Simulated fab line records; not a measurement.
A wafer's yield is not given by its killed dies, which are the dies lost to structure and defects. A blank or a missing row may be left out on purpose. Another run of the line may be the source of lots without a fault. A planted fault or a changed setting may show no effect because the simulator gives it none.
fab line records	flow n5Finfet
[record] lots = 24	wafers = 72	lastDay = 20
route steps=1938 shown WELL_APT@44 PMOS_HMC_CHANNEL_EPI@65 FIN_SAQP@114
lots with no fault: from the same line, run without faults
startH: hours from the record's first day to the start of the lot's first wafer shown	waitH: how many hours have passed since the lot's step before this one	" as in the row above	L1.1+2: a single row standing in for several wafers	- no value, or no start given	* or withheld: withheld	< > ~ a bound
route shown NAME@n: a module of which the file shows steps, and the number in the route of the first	usual: the fault-free wafers' mean and standard deviation	same: alike in all rows	chamber/n: place in a boat	sites: the reading at each site	_std_site: how widely they spread, as a standard deviation	_edge_site: inner sites' mean taken away from outer sites' mean	radiusMm: for every site, how far away it sits from the centre of the wafer	mask NAME#n: copy n	behind: the last tool/chamber to shape the wafer	hold: the reason the lot was held/the length of the hold in hours/how it ended	device: the n, p or np transistor that did not switch	end of line: the same wafers' tests at the end of the route	a step without rows: its recipe alone	killed: dies lost to structure and defects at the first sort, not the wafer's yield	map: per-die view of a wafer (x killed, . not killed, _ where there is no die)
set.NAME: the setting as run; set.NAME@STEP: as run at that earlier step	model.NAME: the simulator's own value behind a step, which no gauge read
a sample of lots followed through the steps of the route, with each step as a table and each wafer as a row
services: from which hour (startH, from the record's first day; less than 0 if before it) a tool's chamber was out of use, for how many hours, and why
[[steps]]
[step N5_WELL_APT_OVL_MEAS_26]
[recipe] pointsPerWafer = 44
[usual] PWELL_OVL = 0/5.4
lot.wafer	tool	chamber	startH	waitH	PWELL_OVL[nm]
L074.1	overlay-01	0	14.99	0.0	3
L074.5	"	0	"	"	0
L074.6	"	0	"	"	-1
L075.3	overlay-01	0	21.25	0.0	-2
L075.4	"	0	"	"	-3
L075.6	"	0	"	"	-5
L076.1	overlay-01	0	27.06	0.0	1
L076.5	"	0	"	"	-1
L076.6	"	0	"	"	-8
L077.2	overlay-02	0	33.31	0.0	6
L077.3	"	0	"	"	-7
L077.6	"	0	"	"	1
L078.1	overlay-02	0	39.29	0.0	-4
L078.2	"	0	"	"	0
L078.4	"	0	"	"	-5
L079.4	overlay-02	0	45.20	0.0	3
L079.5	"	0	"	"	4
L079.6	"	0	"	"	1
L080.1	overlay-02	0	51.16	0.0	5
L080.5	"	0	"	"	1
L080.6	"	0	"	"	-4
L081.2	overlay-02	0	56.71	0.0	-6
L081.5	"	0	"	"	-3
L081.6	"	0	"	"	-13
L082.4	overlay-02	0	63.14	0.0	2
L082.5	"	0	"	"	-3
L082.6	"	0	"	"	2
L083.1	overlay-02	0	69.17	0.0	1
L083.4	"	0	"	"	-4
L083.5	"	0	"	"	-8
L084.2	overlay-01	0	75.11	0.0	-1
L084.3	"	0	"	"	-3
L084.6	"	0	"	"	0
L085.1	overlay-02	0	81.28	0.0	6
L085.4	"	0	"	"	6
L085.5	"	0	"	"	4
L086.3	overlay-02	0	94.17	0.0	0
L086.4	"	0	"	"	1
L086.5	"	0	"	"	-4
L087.1	overlay-02	0	94.53	0.0	-2
L087.2	"	0	"	"	8
L087.3	"	0	"	"	-2
L088.3	overlay-01	0	98.82	0.0	-3
L088.4	"	0	"	"	3
L088.5	"	0	"	"	4
L089.3	overlay-02	0	105.10	0.0	-10
L089.5	"	0	"	"	-10
L089.6	"	0	"	"	-7
L090.1	overlay-01	0	110.72	0.0	-4
L090.4	"	0	"	"	-12
L090.5	"	0	"	"	-6
L091.2	overlay-01	0	117.00	0.1	3
L091.3	"	0	"	"	8
L091.4	"	0	"	"	-1
L092.2	overlay-01	0	122.89	0.0	-1
L092.5	"	0	"	"	6
L092.6	"	0	"	"	2
L093.1	overlay-01	0	129.00	0.0	-3
L093.3	"	0	"	"	4
L093.4	"	0	"	"	0
L094.1	overlay-01	0	134.85	0.0	6
L094.4	"	0	"	"	-3
L094.6	"	0	"	"	6
L095.1	overlay-01	0	141.19	0.0	7
L095.4	"	0	"	"	9
L095.6	"	0	"	"	5
L096.3	overlay-01	0	146.92	0.0	-1
L096.4	"	0	"	"	-2
L096.5	"	0	"	"	-2
L097.3	overlay-01	0	153.31	0.1	9
L097.4	"	0	"	"	12
L097.6	"	0	"	"	2
[step N5_PMOS_HMC_CHANNEL_EPI_CD_MEAS_09]
[recipe] targetCdNm = 237.4	landingEnergyEv = 500	detector = seInlens
[usual] cdNm = 237.5/0.94
lot.wafer	tool	chamber	startH	waitH	cdNm
L074.1	cdSem-03	0	17.06	-	237.3
L074.5	"	0	"	"	236.3
L074.6	"	0	"	"	236.8
L075.3	cdSem-01	0	23.72	-	236.8
L075.4	"	0	"	"	236.9
L075.6	"	0	"	"	236.1
L076.1	cdSem-01	0	29.50	-	235.6
L076.5	"	0	"	"	238.9
L076.6	"	0	"	"	236.6
L077.2	cdSem-01	0	35.60	-	238.3
L077.3	"	0	"	"	237.2
L077.6	"	0	"	"	237.8
L078.1	cdSem-03	0	41.68	-	236.6
L078.2	"	0	"	"	236.1
L078.4	"	0	"	"	237.4
L079.4	cdSem-03	0	48.13	-	235.7
L079.5	"	0	"	"	236.8
L079.6	"	0	"	"	236.6
L080.1	cdSem-02	0	53.49	-	240.7
L080.5	"	0	"	"	238.3
L080.6	"	0	"	"	239.0
L081.2	cdSem-01	0	58.87	-	237.3
L081.5	"	0	"	"	238.8
L081.6	"	0	"	"	238.5
L082.4	cdSem-02	0	65.48	-	238.1
L082.5	"	0	"	"	239.1
L082.6	"	0	"	"	238.0
L083.1	cdSem-03	0	71.43	-	236.7
L083.4	"	0	"	"	237.1
L083.5	"	0	"	"	236.7
L084.2	cdSem-02	0	77.13	-	237.7
L084.3	"	0	"	"	238.4
L084.6	"	0	"	"	238.6
L085.1	cdSem-02	0	83.72	-	237.1
L085.4	"	0	"	"	239.1
L085.5	"	0	"	"	238.2
L086.3	cdSem-01	0	96.39	-	236.6
L086.4	"	0	"	"	237.1
L086.5	"	0	"	"	236.2
L087.1	cdSem-01	0	97.25	-	237.2
L087.2	"	0	"	"	238.3
L087.3	"	0	"	"	237.8
L088.3	cdSem-01	0	101.30	-	236.5
L088.4	"	0	"	"	237.7
L088.5	"	0	"	"	237.5
L089.3	cdSem-02	0	107.90	-	237.5
L089.5	"	0	"	"	237.6
L089.6	"	0	"	"	236.7
L090.1	cdSem-01	0	112.86	-	237.3
L090.4	"	0	"	"	238.4
L090.5	"	0	"	"	236.6
L091.2	cdSem-01	0	119.17	-	238.0
L091.3	"	0	"	"	237.4
L091.4	"	0	"	"	237.9
L092.2	cdSem-02	0	125.50	-	236.6
L092.5	"	0	"	"	236.0
L092.6	"	0	"	"	237.9
L093.1	cdSem-01	0	131.44	-	237.1
L093.3	"	0	"	"	235.8
L093.4	"	0	"	"	235.9
L094.1	cdSem-02	0	136.98	-	237.6
L094.4	"	0	"	"	237.3
L094.6	"	0	"	"	238.4
L095.1	cdSem-01	0	143.32	-	238.7
L095.4	"	0	"	"	237.9
L095.6	"	0	"	"	236.9
L096.3	cdSem-03	0	149.25	-	237.1
L096.4	"	0	"	"	238.8
L096.5	"	0	"	"	237.5
L097.3	cdSem-01	0	155.55	-	236.5
L097.4	"	0	"	"	238.5
L097.6	"	0	"	"	237.7
[step N5_PMOS_HMC_CHANNEL_EPI_DESCUM_14]
[recipe] chemistry = O2	timeS = 7.9	sourcePowerW = 50	biasPowerW = 20	pressureMtorr = 20	rfFrequencyHz = 2.712e+07	tempC = 40	resist = CAR-ArF-block	o2FlowSccm = 225
[usual] drypumpMotorCurrentA = 5.9/0.36	oesProductAu = 0.79/0.086	rfFwdPowerW = 49.41/0.21	rfVppV = 243.3/1.5	showerheadPlenumPTorr = 2.10/0.078	throttleValvePct = 20.41/0.25
lot.wafer	tool	chamber	startH	waitH	drypumpMotorCurrentA	oesProductAu	rfFwdPowerW	rfHoursCounterH	rfVppV	showerheadPlenumPTorr	throttleValvePct
L074.1	rieDiel-01	2	17.15	0.0	6.0	0.72	49.08	206	244.7	2.14	20.20
L074.5	"	3	"	"	6.3	0.83	49.31	-	244.0	2.21	20.59
L074.6	"	0	"	"	6.1	0.86	49.54	-	242.4	1.97	20.58
L075.3	rieDiel-01	1	23.81	0.0	6.1	0.84	49.09	64	241.7	2.04	20.35
L075.4	"	2	"	"	6.1	0.71	49.37	208	243.3	2.14	20.21
L075.6	"	3	"	"	6.3	0.83	49.69	-	245.6	2.20	20.59
L076.1	rieDiel-06	0	29.61	0.1	5.9	0.70	49.32	222	242.5	2.07	20.09
L076.5	"	2	"	"	5.2	0.70	49.79	-	245.1	2.17	20.41
L076.6	"	0	"	"	5.9	0.71	49.03	-	243.2	2.07	20.10
L077.2	rieDiel-01	3	35.68	0.0	6.3	0.83	49.91	108	244.2	2.20	20.58
L077.3	"	1	"	"	6.1	0.84	49.40	66	242.7	2.04	20.34
L077.6	"	1	"	"	6.1	0.84	49.34	-	242.2	2.04	20.35
L078.1	rieDiel-06	3	41.77	0.0	6.3	0.84	49.13	77	241.7	1.95	20.12
L078.2	"	0	"	"	5.9	0.70	49.14	227	241.9	2.06	20.12
L078.4	"	3	"	"	6.3	0.85	49.34	-	241.4	1.95	20.13
L079.4	rieDiel-01	0	48.48	0.3	6.1	0.87	49.16	58	241.0	1.96	20.59
L079.5	"	3	"	"	6.3	0.83	49.62	-	243.7	2.20	20.59
L079.6	"	0	"	"	6.1	0.85	49.49	-	241.0	1.96	20.57
L080.1	rieDiel-01	2	53.58	0.0	6.0	0.72	49.24	217	245.1	2.14	20.21
L080.5	"	3	"	"	6.3	0.82	49.75	-	245.6	2.20	20.61
L080.6	"	2	"	"	6.1	0.72	49.14	-	242.5	2.14	20.22
L081.2	rieDiel-06	3	59.00	0.1	6.3	0.83	49.10	83	240.6	1.95	20.15
L081.5	"	1	"	"	5.7	0.71	49.39	-	243.4	2.16	20.22
L081.6	"	2	"	"	5.2	0.68	49.50	-	243.7	2.17	20.41
L082.4	rieDiel-01	1	65.98	0.5	6.1	0.82	49.09	76	242.3	2.04	20.36
L082.5	"	1	"	"	6.2	0.83	49.18	-	242.7	2.04	20.34
L082.6	"	2	"	"	6.1	0.70	49.33	-	245.6	2.14	20.22
L083.1	rieDiel-06	3	71.52	0.0	6.3	0.82	49.20	87	241.0	1.95	20.15
L083.4	"	0	"	"	5.9	0.70	49.30	237	242.2	2.06	20.13
L083.5	"	1	"	"	5.7	0.71	49.45	-	244.9	2.16	20.22
L084.2	rieDiel-04	3	77.22	0.0	5.3	0.98	49.66	3	245.2	2.16	20.31
L084.3	"	1	"	"	6.3	0.72	49.39	216	245.2	2.18	21.03
L084.6	"	2	"	"	5.9	0.68	49.53	-	242.9	2.08	20.80
L085.1	rieDiel-04	0	83.96	0.2	5.7	0.78	49.32	119	244.6	2.11	20.34
L085.4	"	0	"	"	5.7	0.78	49.49	-	243.2	2.11	20.34
L085.5	"	1	"	"	6.3	0.72	49.34	-	243.6	2.18	21.03
L086.3	rieDiel-01	3	96.63	0.2	6.3	0.82	49.56	126	243.5	2.20	20.63
L086.4	"	1	"	"	6.1	0.82	49.63	85	241.2	2.04	20.36
L086.5	"	2	"	"	6.1	0.69	49.28	-	244.0	2.13	20.22
L087.1	rieDiel-01	3	97.64	0.3	6.3	0.82	49.66	127	244.5	2.20	20.62
L087.2	"	0	"	"	6.1	0.83	49.46	73	240.4	1.96	20.61
L087.3	"	2	"	"	6.1	0.70	49.33	229	244.2	2.13	20.22
L088.3	rieDiel-01	0	101.44	0.1	6.1	0.84	49.09	74	242.2	1.96	20.60
L088.4	"	1	"	"	6.1	0.82	49.46	86	242.3	2.03	20.35
L088.5	"	3	"	"	6.4	0.81	49.51	-	244.0	2.20	20.63
L089.3	rieDiel-06	3	108.03	0.1	6.3	0.81	49.07	98	239.3	1.95	20.16
L089.5	"	3	"	"	6.3	0.81	49.08	-	242.0	1.95	20.18
L089.6	"	0	"	"	5.9	0.68	49.14	-	243.0	2.06	20.14
L090.1	rieDiel-04	3	112.96	0.0	5.3	0.93	49.23	18	244.5	2.15	20.32
L090.4	"	2	"	"	5.9	0.98	49.52	1	243.1	2.08	20.42
L090.5	"	2	"	"	5.9	0.97	49.52	-	243.7	2.08	20.41
L091.2	rieDiel-01	0	119.29	0.1	6.1	0.82	49.43	80	241.3	1.96	20.63
L091.3	"	1	"	"	6.1	0.81	49.35	91	242.2	2.03	20.36
L091.4	"	2	"	"	6.0	0.69	49.39	236	245.0	2.13	20.24
L092.2	rieDiel-01	3	125.72	0.2	6.3	0.80	49.71	135	244.8	2.19	20.63
L092.5	"	1	"	"	6.1	0.81	49.16	-	242.4	2.03	20.37
L092.6	"	2	"	"	6.1	0.69	49.49	-	242.9	2.13	20.24
L093.1	rieDiel-04	2	131.57	0.1	5.9	0.94	49.50	7	243.2	2.07	20.44
L093.3	"	1	"	"	6.3	0.70	49.22	237	244.4	2.17	21.07
L093.4	"	3	"	"	5.2	0.92	49.62	23	244.3	2.15	20.34
L094.1	rieDiel-04	1	137.30	0.3	6.3	0.71	49.17	239	244.4	2.17	21.09
L094.4	"	0	"	"	5.7	0.76	49.24	139	243.6	2.11	20.39
L094.6	"	3	"	"	5.2	0.91	49.64	-	245.0	2.15	20.33
L095.1	rieDiel-04	3	143.70	0.3	5.3	0.91	49.68	27	244.6	2.15	20.34
L095.4	"	1	"	"	6.3	0.70	49.37	241	245.2	2.17	21.07
L095.6	"	3	"	"	5.2	0.90	49.56	-	244.3	2.15	20.32
L096.3	rieDiel-06	0	149.33	0.0	5.9	0.95	49.41	3	243.8	2.05	19.77
L096.4	"	3	"	"	6.3	0.80	49.38	110	240.4	1.94	20.21
L096.5	"	0	"	"	5.9	0.96	49.12	-	241.8	2.05	19.77
L097.3	rieDiel-04	1	155.63	0.0	6.4	0.70	49.43	244	244.2	2.17	21.08
L097.4	"	3	"	"	5.2	0.90	49.68	29	245.3	2.15	20.32
L097.6	"	3	"	"	5.2	0.90	49.51	-	245.1	2.15	20.33
[step N5_PMOS_HMC_CHANNEL_EPI_ETCH_38]
[recipe] chemistry = CF4	target = SiO2	targetDepthA = 15	ionEnergyEv = 350	pressureMtorr = 10	icpW = 800	biasW = 400	cf4FlowSccm = 80
[usual] drypumpMotorCurrentA = 5.9/0.35	oesProductAu = 1.004/0.016	rfFwdPowerW = 786/4.4	throttleValvePct = 21.88/0.21
lot.wafer	tool	chamber	startH	waitH	drypumpMotorCurrentA	oesProductAu	rfFwdPowerW	rfHoursCounterH	throttleValvePct
L074.1	rieSi-04	0	17.59	0.0	5.2	0.989	790	153	22.12
L074.5	"	2	"	"	5.2	1.027	796	-	21.73
L074.6	"	1	"	"	5.8	1.030	784	-	21.76
L075.3	rieSi-03	3	24.26	0.0	6.1	1.006	789	58	22.13
L075.4	"	1	"	"	6.0	0.990	792	90	21.94
L075.6	"	0	"	"	5.7	1.002	791	-	21.46
L076.1	rieSi-04	2	30.05	0.0	5.2	1.013	790	87	21.74
L076.5	"	2	"	"	5.2	1.024	789	-	21.74
L076.6	"	1	"	"	5.8	1.038	779	-	21.75
L077.2	rieSi-04	0	36.14	0.0	5.2	0.992	789	153	22.10
L077.3	"	2	"	"	5.2	1.034	788	87	21.73
L077.6	"	1	"	"	5.8	1.031	775	-	21.75
L078.1	rieSi-05	1	42.20	0.0	6.2	0.989	782	92	21.87
L078.2	"	0	"	"	5.6	0.999	785	100	22.01
L078.4	"	2	"	"	6.0	0.998	786	195	21.81
L079.4	rieSi-03	1	48.92	0.0	6.0	0.986	786	90	21.93
L079.5	"	1	"	"	6.0	0.989	794	-	21.94
L079.6	"	2	"	"	6.2	0.992	782	-	21.98
L080.1	rieSi-04	0	54.02	0.0	5.2	1.005	787	154	22.12
L080.5	"	1	"	"	5.8	1.030	776	-	21.76
L080.6	"	0	"	"	5.2	0.992	791	-	22.12
L081.2	rieSi-03	0	59.44	0.0	5.7	0.984	789	95	21.46
L081.5	"	3	"	"	6.1	1.007	792	-	22.12
L081.6	"	0	"	"	5.7	0.987	786	-	21.45
L082.4	rieSi-05	2	66.42	0.0	6.0	1.000	785	196	21.79
L082.5	"	0	"	"	5.6	1.002	785	-	22.01
L082.6	"	3	"	"	5.7	1.017	787	-	22.02
L083.1	rieSi-04	1	71.95	0.0	5.8	1.030	783	48	21.75
L083.4	"	2	"	"	5.2	1.039	790	88	21.74
L083.5	"	0	"	"	5.2	1.002	789	-	22.11
L084.2	rieSi-03	2	77.66	0.0	6.3	1.012	778	28	21.99
L084.3	"	0	"	"	5.7	0.998	788	95	21.45
L084.6	"	1	"	"	6.0	0.982	791	-	21.95
L085.1	rieSi-05	0	84.39	0.0	5.6	0.998	780	101	22.01
L085.4	"	2	"	"	6.1	0.983	785	196	21.81
L085.5	"	1	"	"	6.2	0.995	783	-	21.88
L086.3	rieSi-04	0	97.07	0.0	5.2	0.975	787	154	22.12
L086.4	"	1	"	"	5.8	1.029	776	48	21.77
L086.5	"	1	"	"	5.8	1.031	775	-	21.75
L087.1	rieSi-03	0	98.08	0.0	5.8	0.996	787	95	21.46
L087.2	"	3	"	"	6.1	1.005	786	60	22.12
L087.3	"	1	"	"	6.0	0.997	791	91	21.94
L088.3	rieSi-03	2	101.88	0.0	6.2	1.007	780	29	22.00
L088.4	"	3	"	"	6.1	1.005	794	60	22.13
L088.5	"	0	"	"	5.7	0.994	784	-	21.45
L089.3	rieSi-03	0	108.47	0.0	5.7	0.993	787	96	21.45
L089.5	"	3	"	"	6.1	1.001	788	-	22.12
L089.6	"	0	"	"	5.8	0.990	787	-	21.46
L090.1	rieSi-03	1	113.40	0.0	6.0	0.979	789	91	21.93
L090.4	"	0	"	"	5.8	0.999	787	96	21.46
L090.5	"	1	"	"	6.0	0.989	790	-	21.94
L091.2	rieSi-05	1	119.72	0.0	6.2	0.998	781	93	21.88
L091.3	"	0	"	"	5.6	1.007	782	101	22.01
L091.4	"	1	"	"	6.2	0.998	778	-	21.87
L092.2	rieSi-05	3	126.15	0.0	5.7	1.029	787	16	22.00
L092.5	"	1	"	"	6.2	1.006	781	-	21.87
L092.6	"	3	"	"	5.7	1.028	788	-	22.01
L093.1	rieSi-03	3	132.01	0.0	6.1	0.997	790	60	22.11
L093.3	"	1	"	"	6.0	0.984	791	92	21.95
L093.4	"	2	"	"	6.2	1.017	779	29	21.99
L094.1	rieSi-03	0	137.74	0.0	5.8	0.982	792	96	21.45
L094.4	"	1	"	"	6.0	0.989	785	92	21.95
L094.6	"	1	"	"	6.0	0.985	788	-	21.92
L095.1	rieSi-05	1	144.14	0.0	6.2	1.005	777	94	21.89
L095.4	"	2	"	"	6.1	0.982	786	0	21.62
L095.6	"	3	"	"	5.7	1.029	788	-	22.01
L096.3	rieSi-05	3	149.77	0.0	5.7	1.019	789	16	22.00
L096.4	"	0	"	"	5.6	1.000	781	102	22.01
L096.5	"	3	"	"	5.7	1.024	791	-	22.00
L097.3	rieSi-05	1	156.07	0.0	6.2	0.994	777	94	21.89
L097.4	"	2	"	"	6.0	0.985	783	0	21.61
L097.6	"	1	"	"	6.2	1.008	780	-	21.89
[step N5_FIN_SAQP_DESCUM_21]
[recipe] chemistry = O2	timeS = 7.9	sourcePowerW = 50	biasPowerW = 20	pressureMtorr = 20	rfFrequencyHz = 2.712e+07	tempC = 40	resist = CAR-ArF	o2FlowSccm = 225
[usual] drypumpMotorCurrentA = 5.9/0.57	oesProductAu = 0.79/0.093	rfFwdPowerW = 49.49/0.19	rfVppV = 242.9/1.5	showerheadPlenumPTorr = 2.08/0.086	throttleValvePct = 20.38/0.23
lot.wafer	tool	chamber	startH	waitH	drypumpMotorCurrentA	oesProductAu	rfFwdPowerW	rfHoursCounterH	rfVppV	showerheadPlenumPTorr	throttleValvePct
L074.1	rieDiel-03	3	21.73	0.0	6.0	0.69	49.53	196	242.1	1.99	20.43
L074.5	"	0	"	"	5.0	0.74	49.50	-	244.6	2.10	20.09
L074.6	"	3	"	"	5.9	0.69	49.79	-	240.4	1.99	20.41
L075.3	rieDiel-05	3	28.05	0.0	5.3	0.76	49.57	135	243.0	2.10	20.13
L075.4	"	1	"	"	5.2	0.75	49.43	160	245.2	2.07	20.09
L075.6	"	2	"	"	5.8	0.92	49.52	-	242.8	2.14	20.00
L076.1	rieDiel-05	3	33.77	0.0	5.3	0.77	49.63	138	243.2	2.10	20.14
L076.5	"	2	"	"	5.9	0.92	49.80	-	243.5	2.14	19.99
L076.6	"	1	"	"	5.2	0.76	49.64	-	242.6	2.07	20.07
L077.2	rieDiel-03	3	40.15	0.0	6.0	0.69	49.37	203	240.4	1.99	20.43
L077.3	"	1	"	"	6.3	0.97	49.26	3	241.7	2.04	20.53
L077.6	"	2	"	"	5.7	0.68	49.39	-	240.0	1.99	20.63
L078.1	rieDiel-05	3	46.62	0.0	5.3	0.76	49.76	142	243.3	2.10	20.15
L078.2	"	2	"	"	5.8	0.89	49.71	27	244.4	2.13	20.01
L078.4	"	3	"	"	5.3	0.76	49.63	-	243.8	2.10	20.15
L079.4	rieDiel-02	1	52.53	0.0	5.6	0.69	49.45	-	242.3	2.07	20.45
L079.5	"	2	"	"	6.5	0.83	49.11	-	242.8	2.03	20.38
L079.6	"	3	"	"	6.8	0.89	49.50	-	243.9	2.25	20.59
L080.1	rieDiel-02	0	57.84	0.0	5.3	0.69	49.44	254	241.4	1.96	20.65
L080.5	"	0	"	"	5.3	0.69	49.44	-	240.7	1.96	20.65
L080.6	"	2	"	"	6.5	0.83	49.62	-	242.6	2.03	20.37
L081.2	rieDiel-03	0	63.16	0.0	5.0	0.73	49.71	166	241.9	2.09	20.11
L081.5	"	3	"	"	6.0	0.68	49.15	-	242.0	1.99	20.46
L081.6	"	0	"	"	5.0	0.74	49.46	-	243.2	2.09	20.13
L082.4	rieDiel-02	2	70.29	0.0	6.5	0.81	49.23	-	242.3	2.02	20.40
L082.5	"	3	"	"	6.8	0.87	49.71	-	244.5	2.25	20.59
L082.6	"	1	"	"	5.6	0.68	49.25	-	242.0	2.07	20.47
L083.1	rieDiel-02	3	75.70	0.0	6.8	0.86	49.43	31	244.8	2.25	20.62
L083.4	"	3	"	"	6.8	0.86	49.59	-	245.0	2.25	20.61
L083.5	"	2	"	"	6.5	0.82	49.17	-	243.2	2.02	20.40
L084.2	rieDiel-03	0	81.56	0.2	5.0	0.73	49.44	174	244.1	2.09	20.13
L084.3	"	2	"	"	5.8	0.68	49.23	228	240.8	1.99	20.65
L084.6	"	2	"	"	5.8	0.67	49.40	-	243.1	1.99	20.64
L085.1	rieDiel-02	3	88.23	0.0	6.8	0.85	49.51	38	246.0	2.25	20.64
L085.4	"	3	"	"	6.8	0.85	49.44	-	245.3	2.25	20.62
L085.5	"	0	"	"	5.3	0.94	49.57	-	246.4	2.22	20.32
L086.3	rieDiel-02	0	101.37	0.0	5.3	0.92	49.76	10	244.9	2.22	20.34
L086.4	"	3	"	"	6.8	0.85	49.60	44	245.2	2.25	20.61
L086.5	"	2	"	"	6.5	0.81	49.40	-	242.1	2.02	20.41
L087.1	rieDiel-02	2	102.62	0.2	6.5	0.80	49.34	120	242.4	2.02	20.40
L087.2	"	3	"	"	6.8	0.84	49.39	44	244.8	2.25	20.62
L087.3	"	1	"	"	5.6	0.99	49.81	1	243.0	2.07	20.09
L088.3	rieDiel-05	3	106.55	0.1	5.3	0.74	49.70	162	244.3	2.09	20.19
L088.4	"	1	"	"	5.1	0.73	49.40	188	244.3	2.07	20.12
L088.5	"	3	"	"	5.3	0.75	49.47	-	242.6	2.09	20.18
L089.3	rieDiel-05	3	112.38	0.3	5.3	0.74	49.83	163	244.8	2.09	20.19
L089.5	"	3	"	"	5.3	0.75	49.59	-	244.1	2.09	20.18
L089.6	"	0	"	"	6.4	0.70	49.27	-	241.3	1.97	20.80
L090.1	rieDiel-03	1	117.45	0.0	6.3	0.91	49.18	29	241.4	2.04	20.57
L090.4	"	2	"	"	5.7	0.67	49.30	239	242.0	1.99	20.66
L090.5	"	1	"	"	6.3	0.91	49.59	-	242.0	2.04	20.57
L091.2	rieDiel-03	2	124.00	0.0	5.7	0.66	49.36	241	241.4	1.98	20.66
L091.3	"	0	"	"	5.0	0.71	49.57	192	243.9	2.08	20.16
L091.4	"	1	"	"	6.3	0.90	49.38	31	243.9	2.03	20.57
L092.2	rieDiel-02	0	130.37	0.0	5.3	0.87	49.80	21	246.6	2.21	20.32
L092.5	"	0	"	"	5.3	0.88	49.92	-	245.2	2.21	20.35
L092.6	"	1	"	"	5.6	0.95	49.56	-	241.2	2.06	20.11
L093.1	rieDiel-02	0	136.01	0.0	5.3	0.88	49.40	24	246.6	2.21	20.35
L093.3	"	1	"	"	5.6	0.94	49.63	13	242.4	2.06	20.11
L093.4	"	2	"	"	6.5	0.79	49.54	132	243.1	2.01	20.44
L094.1	rieDiel-05	1	141.56	0.1	5.2	0.72	49.48	197	242.1	2.06	20.13
L094.4	"	0	"	"	6.4	0.70	49.26	230	240.5	1.97	20.81
L094.6	"	3	"	"	5.3	0.73	49.26	-	241.3	2.09	20.20
L095.1	rieDiel-02	1	149.09	0.4	5.6	0.93	49.70	17	242.0	2.06	20.11
L095.4	"	3	"	"	6.8	0.82	49.42	63	244.9	2.24	20.65
L095.6	"	2	"	"	6.5	0.78	49.51	-	242.4	2.01	20.43
L096.3	rieDiel-03	3	154.37	0.1	6.0	0.66	49.37	241	241.3	1.98	20.48
L096.4	"	2	"	"	5.7	0.66	49.54	249	240.3	1.98	20.67
L096.5	"	3	"	"	5.9	0.66	49.28	-	240.7	1.98	20.48
L097.3	rieDiel-05	1	159.81	0.1	5.1	0.72	49.55	204	242.4	2.06	20.14
L097.4	"	2	"	"	5.8	0.85	49.51	63	243.5	2.12	20.06
L097.6	"	0	"	"	6.4	0.69	49.31	-	241.1	1.97	20.82
[step N5_FIN_SAQP_RECESS_75]
[recipe] chemistry = HF/NH3	target = SiO2	targetDepthA = 144	afsCycles = 3	tempC = 30	sublimationTempC = 180	sublimationTimeS = 60
[usual] drypumpMotorCurrentA = 5.80/0.1
[same] afsCycles = 3
lot.wafer	tool	chamber	startH	waitH	drypumpMotorCurrentA
L074.1	vaporEtch-02	1	23.07	0.0	5.96
L074.5	"	1	"	"	5.97
L074.6	"	0	"	"	5.68
L075.3	vaporEtch-02	1	28.92	0.2	5.93
L075.4	"	0	"	"	5.71
L075.6	"	0	"	"	5.70
L076.1	vaporEtch-02	1	34.49	0.0	5.96
L076.5	"	1	"	"	5.95
L076.6	"	0	"	"	5.67
L077.2	vaporEtch-02	1	41.08	0.0	5.92
L077.3	"	0	"	"	5.66
L077.6	"	1	"	"	5.94
L078.1	vaporEtch-02	1	47.54	0.0	5.95
L078.2	"	0	"	"	5.70
L078.4	"	0	"	"	5.75
L079.4	vaporEtch-02	0	53.38	0.1	5.72
L079.5	"	0	"	"	5.69
L079.6	"	1	"	"	5.94
L080.1	vaporEtch-02	1	58.54	0.0	5.94
L080.5	"	0	"	"	5.68
L080.6	"	1	"	"	5.94
L081.2	vaporEtch-01	1	63.87	0.0	5.83
L081.5	"	1	"	"	5.83
L081.6	"	0	"	"	5.72
L082.4	vaporEtch-01	1	71.10	0.1	5.80
L082.5	"	1	"	"	5.82
L082.6	"	0	"	"	5.68
L083.1	vaporEtch-01	0	76.50	0.1	5.72
L083.4	"	0	"	"	5.68
L083.5	"	1	"	"	5.83
L084.2	vaporEtch-01	0	82.32	0.0	5.72
L084.3	"	0	"	"	5.65
L084.6	"	1	"	"	5.83
L085.1	vaporEtch-01	0	88.95	0.0	5.71
L085.4	"	0	"	"	5.68
L085.5	"	0	"	"	5.77
L086.3	vaporEtch-02	1	102.28	0.1	5.98
L086.4	"	0	"	"	5.71
L086.5	"	1	"	"	5.96
L087.1	vaporEtch-02	0	103.32	0.0	5.70
L087.2	"	1	"	"	5.94
L087.3	"	1	"	"	5.94
L088.3	vaporEtch-01	1	107.38	0.1	5.81
L088.4	"	0	"	"	5.71
L088.5	"	1	"	"	5.84
L089.3	vaporEtch-02	1	113.22	0.1	5.93
L089.5	"	0	"	"	5.66
L089.6	"	1	"	"	5.94
L090.1	vaporEtch-02	1	118.19	0.0	5.96
L090.4	"	0	"	"	5.65
L090.5	"	0	"	"	5.69
L091.2	vaporEtch-02	1	124.73	0.0	5.96
L091.3	"	0	"	"	5.67
L091.4	"	1	"	"	5.94
L092.2	vaporEtch-01	1	131.21	0.2	5.80
L092.5	"	1	"	"	5.82
L092.6	"	0	"	"	5.73
L093.1	vaporEtch-01	0	136.77	0.1	5.73
L093.3	"	0	"	"	5.75
L093.4	"	1	"	"	5.82
L094.1	vaporEtch-01	1	142.40	0.1	5.81
L094.4	"	0	"	"	5.70
L094.6	"	0	"	"	5.70
L095.1	vaporEtch-01	1	149.88	0.1	5.82
L095.4	"	0	"	"	5.71
L095.6	"	1	"	"	5.83
L096.3	vaporEtch-01	1	155.21	0.1	5.82
L096.4	"	0	"	"	5.74
L096.5	"	1	"	"	5.82
L097.3	vaporEtch-02	1	160.64	0.1	5.96
L097.4	"	0	"	"	5.72
L097.6	"	1	"	"	5.92
[[services]]
tool	chamber	startH	hours	kind
rieDiel-04	2	4.78	15.1	repair
rieDiel-02	1	5.13	11.9	repair
rieDiel-02	0	9.65	47.3	repair
rieDiel-06	3	13.48	11.6	repair
rieDiel-04	-	19.03	0.3	repair
rieDiel-03	2	21.06	2.4	repair
vaporEtch-01	-	21.67	0.5	repair
rieDiel-03	0	24.19	6.4	repair
rieDiel-06	3	29.13	5.4	repair
rieDiel-06	1	30.45	14.7	repair
rieDiel-05	0	42.29	10.2	repair
rieDiel-03	1	47.80	6.4	repair
rieSi-05	1	50.32	8.1	repair
rieDiel-02	3	56.63	1.3	repair
rieDiel-02	0	58.10	-	clean
vaporEtch-02	0	74.67	14.5	repair
rieDiel-03	2	92.46	1.3	repair
rieDiel-06	1	98.68	2.0	repair
vaporEtch-01	-	104.39	0.1	repair
vaporEtch-02	-	119.01	0.5	repair
rieDiel-03	-	145.13	5.1	repair
rieDiel-04	-	151.51	2.8	pm
rieDiel-05	-	153.20	0.2	repair
vaporEtch-01	-	160.52	4.2	repair
[[key]]
fault none
